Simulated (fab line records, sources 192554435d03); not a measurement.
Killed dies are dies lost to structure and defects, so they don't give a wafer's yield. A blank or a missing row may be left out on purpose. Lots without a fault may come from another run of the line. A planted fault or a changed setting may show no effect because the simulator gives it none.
fab line records | flow n5_finfet
record lots=11 wafers=31 last_day=20
route steps=1938 shown BEOL_M10@1527 BEOL_M11@1536
lots that met no fault: from a run of the same line without faults
start_h: hours from the record's first day to the start of the lot's first wafer shown | wait_h: hours since the lot's step before | " the same as in the row above | L1.1+2: a row that stands for several wafers | - no value, or no start given | * or withheld: withheld | < > ~ a bound
route shown NAME@n: a module of which the file shows steps, and the number in the route of the first | usual: mean/standard deviation of fault-free wafers | same: alike in all rows | chamber/n: place in a boat | sites: the reading at each site | _std_site: their standard deviation | _edge_site: outer sites' mean less inner sites' | radius_mm: how far each site lies from the wafer's centre | mask NAME#n: copy n | behind: the tool/chamber that last shaped the wafer | hold: why the lot was held/for how many hours/how that ended | device: the transistor (n, p or np) that didn't switch | end of line: the same wafers' tests at the end of the route | a step without rows: its recipe alone | killed: dies lost to structure and defects at the first sort, not the wafer's yield | map: a wafer's dies, x killed, . not, _ none there
set.NAME: the setting as run; set.NAME@STEP: as run at that earlier step | model.NAME: the simulator's own value behind a step, which no gauge read
steps of the route over a sample of lots; a table a step, a row a wafer
services: from which hour (start_h, from the record's first day; less than 0 if before it) a tool's chamber was out of use, for how many hours, and why
## steps
# step N5_BEOL_M10_SPUTTER_48
# recipe material=Cu target_thk_a=120 temp_c=-20 bias_v=60 power_w=26000 chamber_pressure_pa=0.13 time_s=2
# usual cathode_dc_power_W=26000/5.1 chamber_pressure_pa=0.12997/0.00027 throttle_valve_pct=29.6/0.87
# columns lot.wafer tool chamber start_h wait_h cathode_dc_power_W chamber_pressure_pa throttle_valve_pct
L849.1 pvd_sputter-01 - 277.08 0.1 25998 0.13028 28.5
L849.3 " - " " 26000 0.13015 30.5
L849.6 " - " " 25999 0.13044 28.3
L854.2 pvd_sputter-03 - 301.62 0.3 25990 0.12976 28.7
L854.6 " - " " 25995 0.12964 30.0
L853.2 pvd_sputter-03 - 303.26 0.1 25997 0.1297 28.6
L853.4 " - " " 26004 0.12988 29.5
L853.5 " - " " 26005 0.12997 28.4
L852.2 pvd_sputter-01 - 323.06 0.2 26005 0.13 29.0
L852.3 " - " " 26002 0.12955 30.8
L852.4 " - " " 25998 0.13023 30.7
L855.1 pvd_sputter-03 - 326.31 0.1 25993 0.13033 28.7
L855.4 " - " " 26003 0.12962 29.1
L855.6 " - " " 26008 0.13005 30.0
L856.1 pvd_sputter-01 - 331.95 0.2 25998 0.1301 30.7
L856.2 " - " " 25998 0.13014 28.9
L856.4 " - " " 25996 0.13009 30.6
L859.1 pvd_sputter-01 - 340.98 1.3 25993 0.12994 30.3
L859.2 " - " " 26003 0.12993 30.5
L859.6 " - " " 26008 0.1301 30.8
L862.1 pvd_sputter-02 - 355.90 0.1 26000 0.12951 28.9
L862.4 " - " " 25997 0.12999 29.4
L862.5 " - " " 26007 0.1295 28.7
L864.3 pvd_sputter-01 - 372.01 0.1 26016 0.12999 30.4
L864.6 " - " " 26013 0.12992 30.7
L868.1 pvd_sputter-02 - 408.58 0.2 25998 0.12949 30.3
L868.4 " - " " 26002 0.13036 28.8
L868.6 " - " " 25994 0.12982 30.3
L866.2 pvd_sputter-02 - 415.77 0.1 26003 0.13028 29.6
L866.4 " - " " 26004 0.12951 29.0
L866.5 " - " " 26005 0.13034 29.7
# step N5_BEOL_M10_CMP_52
# recipe stop_on=SiCOH_lowk t_overpolish_s=7 down_force_psi=1 platen_rpm=50 clearing_platen_down_force_psi=1.5 clearing_platen_rpm=50 post_cmp_clean=cu_alkaline target_thk_nm=140 clearing_platen_pad_velocity_m_s=0.99484 pad_velocity_m_s=0.99484
# usual barrier_field_endpoint_s=28.6/0.88 edge_zone_pressure_frac=1.000/0.005 motor_current_A=6.2/0.73 overpolish_run_s=6.999/0.0093 retaining_ring_pressure_frac=1.000/0.0048 slurry_filter_dp_kPa=13.46/0.14 time_to_endpoint_s=65/3.9
# columns lot.wafer tool chamber start_h wait_h barrier_field_endpoint_s edge_zone_pressure_frac motor_current_A overpolish_run_s retaining_ring_pressure_frac slurry_filter_dp_kPa time_to_endpoint_s
L849.1 cmp-01 0 277.64 0.3 28.3 1.005 7.0 7.015 0.999 13.30 63
L849.3 " 2 " " 28.2 1.003 6.4 6.994 1.003 13.51 65
L849.6 " 3 " " 28.5 0.996 5.8 6.988 0.999 13.61 70
L854.2 cmp-02 2 302.14 0.2 28.2 1.006 5.3 7.001 0.994 13.27 64
L854.6 " 2 " " 28.7 1.003 5.2 7.003 0.994 13.53 65
L853.4 cmp-03 0 304.22 0.2 28.2 0.999 6.4 7.002 1.002 13.76 63
L853.2 " 1 " " 28.8 1.000 6.2 7.014 0.998 13.52 73
L853.5 " 2 " " 27.4 1.006 6.6 6.988 1.003 13.25 61
L852.3 cmp-03 1 323.82 0.2 29.0 0.997 6.3 6.998 1.002 13.56 69
L852.2 " 3 " " 29.1 0.997 6.2 7.018 0.995 13.44 72
L852.4 " 0 " " 28.3 1.002 6.5 6.997 0.999 13.43 64
L855.1 cmp-01 1 326.85 0.3 26.6 1.005 5.4 7.015 1.009 13.53 58
L855.4 " 0 " " 28.2 0.997 6.9 6.996 1.008 13.29 62
L855.6 " 1 " " 27.3 1.007 5.4 7.000 0.999 13.36 59
L856.4 cmp-02 0 332.51 0.2 28.4 1.006 7.8 7.011 1.006 13.56 65
L856.2 " 1 " " 28.2 0.991 5.8 7.013 1.005 13.46 65
L856.1 " 2 " " 27.4 1.012 5.1 6.989 1.004 13.42 61
L859.1 cmp-02 2 341.56 0.3 28.8 0.999 5.0 6.979 0.999 13.72 66
L859.2 " 0 " " 29.7 1.008 7.4 6.996 1.005 13.54 69
L859.6 " 3 " " 28.0 1.005 6.2 6.993 0.995 13.38 64
L862.4 cmp-02 1 356.88 0.2 28.7 1.002 6.2 7.010 0.998 13.24 66
L862.1 " 2 " " 27.9 0.993 5.2 7.003 1.004 13.49 67
L862.5 " 1 " " 29.3 0.995 5.9 7.009 0.993 13.35 67
L864.3 cmp-01 1 372.73 0.2 27.4 0.992 5.2 6.982 1.007 13.36 60
L864.6 " 1 " " 27.9 0.997 5.6 6.998 1.007 13.34 57
L868.1 cmp-03 0 409.10 0.3 27.2 0.998 6.5 6.999 1.003 13.34 62
L868.4 " 3 " " 28.7 0.997 6.1 7.007 1.002 13.17 64
L868.6 " 0 " " 28.1 0.998 6.1 7.001 0.996 13.60 65
L866.2 cmp-02 0 416.46 0.2 29.9 1.008 7.8 6.995 0.994 13.36 73
L866.4 " 2 " " 31.1 1.001 5.1 7.006 1.000 13.54 71
L866.5 " 3 " " 28.5 1.006 6.1 6.997 0.995 13.44 64
# step N5_BEOL_M11_ILD_DEP_00
# recipe material=SiCOH_lowk target_thk_a=3085.1 temp_c=300 precursor=DEMS/porogen pressure_torr=5 rf_w=500 time_s=58
# usual heater_power_w=309/48 showerhead_plenum_p_Torr=5.740/0.019 throttle_valve_pct=14.4/1.2
# columns lot.wafer tool chamber start_h wait_h heater_power_w showerhead_plenum_p_Torr throttle_valve_pct
L849.1 pecvd-04 0 278.10 0.0 336 5.757 14.2
L849.3 " 1 " " 301 5.728 16.9
L849.6 " 2 " " 361 5.707 13.5
L854.2 pecvd-04 0 302.64 0.0 297 5.750 14.1
L854.6 " 0 " " 304 5.763 14.2
L853.2 pecvd-04 2 304.64 0.0 372 5.713 13.8
L853.4 " 0 " " 322 5.779 14.1
L853.5 " 2 " " 304 5.707 13.7
L852.2 pecvd-01 0 324.33 0.0 289 5.729 14.6
L852.3 " 1 " " 250 5.741 14.0
L852.4 " 2 " " 361 5.732 13.2
L855.1 pecvd-01 0 327.34 0.0 310 5.732 14.6
L855.4 " 1 " " 206 5.731 13.8
L855.6 " 0 " " 312 5.738 14.6
L856.1 pecvd-04 2 332.97 0.0 306 5.711 13.8
L856.2 " 1 " " 274 5.751 16.9
L856.4 " 2 " " 315 5.715 13.4
L859.1 pecvd-01 0 342.05 0.0 320 5.741 14.6
L859.2 " 1 " " 202 5.731 13.8
L859.6 " 2 " " 344 5.742 13.1
L862.1 pecvd-04 1 357.34 0.0 326 5.738 16.9
L862.4 " 2 " " 345 5.709 13.6
L862.5 " 1 " " 337 5.736 16.7
L864.3 pecvd-01 1 373.22 0.0 257 5.744 14.2
L864.6 " 1 " " 189 5.737 14.1
L868.1 pecvd-04 2 409.60 0.0 343 5.709 13.8
L868.4 " 0 " " 328 5.766 14.3
L868.6 " 2 " " 363 5.717 13.7
L866.2 pecvd-01 2 416.91 0.0 340 5.745 13.5
L866.4 " 0 " " 310 5.739 14.4
L866.5 " 1 " " 208 5.749 14.0
# step N5_BEOL_M11_EXPOSE_08
# recipe mask_id=M11 na=1.35 source_shape=dipole sigma_inner=0.411 sigma_outer=0.611 polarization=te dose_mj=53.75
# same dipole_opening_deg=40 na=1.35
# columns lot.wafer tool chamber start_h wait_h mask
L849.1+3+6 arfi_scanner-01 0 280.03 - M11#0
L854.2+6 arfi_scanner-03 0 304.14 - M11#0
L853.2+4+5 arfi_scanner-03 0 306.65 - M11#0
L852.2+3+4 arfi_scanner-03 0 326.16 - M11#0
L855.1+4+6 arfi_scanner-03 0 329.32 - M11#0
L856.1+2+4 arfi_scanner-01 0 335.23 - M11#0
L859.1+2+6 arfi_scanner-03 0 345.49 - M11#0
L862.1+4+5 arfi_scanner-01 0 359.46 - M11#0
L864.3+6 arfi_scanner-02 0 377.54 - M11#0
L868.1+4+6 arfi_scanner-02 0 414.12 - M11#0
L866.2+4+5 arfi_scanner-02 0 420.29 - M11#0
# step N5_BEOL_M11_OVL_MEAS_12
# recipe points_per_wafer=44
# usual M11_OVL=0.3/0.83
# columns lot.wafer tool chamber start_h wait_h M11_OVL[nm]
L849.1 overlay-02 0 280.19 0.0 -0.9
L849.3 " 0 " " -0.5
L849.6 " 0 " " -0.3
L854.2 overlay-02 0 304.29 0.0 0.4
L854.6 " 0 " " 0.7
L853.2 overlay-02 0 306.80 0.0 0.4
L853.4 " 0 " " 0.3
L853.5 " 0 " " 1.1
L852.2 overlay-01 0 326.31 0.0 11.2
L852.3 " 0 " " 10.1
L852.4 " 0 " " 10.6
L855.1 overlay-01 0 329.47 0.0 11.0
L855.4 " 0 " " 12.0
L855.6 " 0 " " 11.6
L856.1 overlay-01 0 335.39 0.0 0.0
L856.2 " 0 " " 1.0
L856.4 " 0 " " 1.8
L859.1 overlay-01 0 345.65 0.0 9.3
L859.2 " 0 " " 8.4
L859.6 " 0 " " 8.1
L862.1 overlay-02 0 359.62 0.0 0.2
L862.4 " 0 " " -0.3
L862.5 " 0 " " 0.7
L864.3 overlay-01 0 377.68 0.0 0.3
L864.6 " 0 " " -0.8
L868.1 overlay-02 0 414.27 0.0 0.3
L868.4 " 0 " " 0.3
L868.6 " 0 " " -0.9
L866.2 overlay-02 0 420.44 0.0 -0.5
L866.4 " 0 " " -0.6
L866.5 " 0 " " -0.1
## services
# columns tool chamber start_h hours kind
cmp-02 - 259.41 4.0 pm
arfi_scanner-03 - 264.21 1.0 pm
cmp-02 - 289.59 4.6 pm
arfi_scanner-03 - 293.57 0.8 pm
pecvd-01 - 295.80 14.6 pm
arfi_scanner-03 - 304.97 1.0 pm
arfi_scanner-01 - 318.83 1.3 pm
cmp-02 - 321.72 0.3 repair
arfi_scanner-01 - 322.05 1.0 pm
cmp-02 - 328.59 0.6 repair
arfi_scanner-01 - 331.85 1.7 repair
arfi_scanner-03 - 345.85 1.3 pm
arfi_scanner-01 - 349.51 4.9 pm
cmp-03 - 358.93 2.4 repair
cmp-02 - 359.12 1.0 repair
pecvd-01 1 366.46 4.7 repair
cmp-02 - 367.04 9.2 repair
cmp-03 - 369.83 10.2 pm
cmp-03 - 381.43 2.7 repair
pecvd-04 1 382.92 3.5 repair
arfi_scanner-03 - 388.11 36.0 pm
pvd_sputter-01 - 393.50 73.0 repair
pecvd-01 - 413.47 2.8 pm
cmp-02 - 417.21 9.6 repair
## key
first_sign step=N5_BEOL_M11_OVL_MEAS_12 reading=M11_OVL direction=up sigmas=12 usual=0.3 struck=10.3
effect none on later readings
met_at N5_BEOL_M11_EXPOSE_08
struck_lots L852,L855,L859
not_acting_at N5_BEOL_M10_SPUTTER_48,N5_BEOL_M10_CMP_52,N5_BEOL_M11_ILD_DEP_00
onset_between 306.65 326.16
fault kind=scanner_matching_overlay tool=arfi_scanner-03 chamber=- onset_h=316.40 steps=N5_BEOL_M11_EXPOSE_08 offset=10.504
